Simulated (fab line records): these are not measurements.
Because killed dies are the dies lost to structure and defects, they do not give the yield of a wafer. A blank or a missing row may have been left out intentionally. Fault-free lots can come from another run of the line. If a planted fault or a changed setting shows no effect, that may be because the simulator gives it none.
Matching of chambers ; flow nandHarc ; cmp-03 running NHARC_P_CONTACT_CMP_01: 4 sister chambers
The step polishes SiO2, target thk 200 nm. 8 wafers are shown with their chamber, then 7 later ones without.

## WAFERS WITH THEIR CHAMBER
wafer;chamber;motorCurrentA (A);slurryFilterDpKPa (kPa)
L903.5;0;13.9;13.42
L907.5;0;13.0;13.80
L912.2;1;14.1;13.51
L912.6;1;14.1;13.72
L915.4;3;9.7;13.48
L915.5;2;10.8;13.44
L917.2;3;10.6;13.30
L917.3;2;10.5;13.52

## WAFERS WITHOUT THEIR CHAMBER
wafer;motorCurrentA (A);slurryFilterDpKPa (kPa)
L917.5;13.6;13.38
L919.2;13.6;13.60
L919.4;11.1;13.74
L919.5;9.7;13.49
L922.3;12.8;13.43
L922.5;13.0;13.76
L922.6;13.7;13.62

## EACH ONE'S CHAMBER
wafer;from the rows above;in truth
L917.5;can't be placed: 0 or 1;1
L919.2;can't be placed: 0 or 1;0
L919.4;can't be placed: 2 or 3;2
L919.5;can't be placed: 3 or 2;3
L922.3;can't be placed: 0 or 1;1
L922.5;can't be placed: 0 or 1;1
L922.6;can't be placed: 0 or 1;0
Correct placement for 0 of the 7. From these rows, 7 cannot be placed; in 7 the true chamber is one of the candidates. Number placed wrongly: 0.
How it was worked out, from the rows above alone: a wafer's distance from a chamber is the root of the sum, over the readings, of the square of ((its reading less the chamber's mean) divided by the reading's scatter). If the next closest chamber is less than 2 further off than the closest, the wafer can't be placed; otherwise it belongs to the closest. Each chamber's mean is taken over the wafers shown for it. The scatter is the square root of a quotient: the sum, over the shown wafers, of each reading's squared deviation from its chamber's mean, divided by wafers minus chambers.
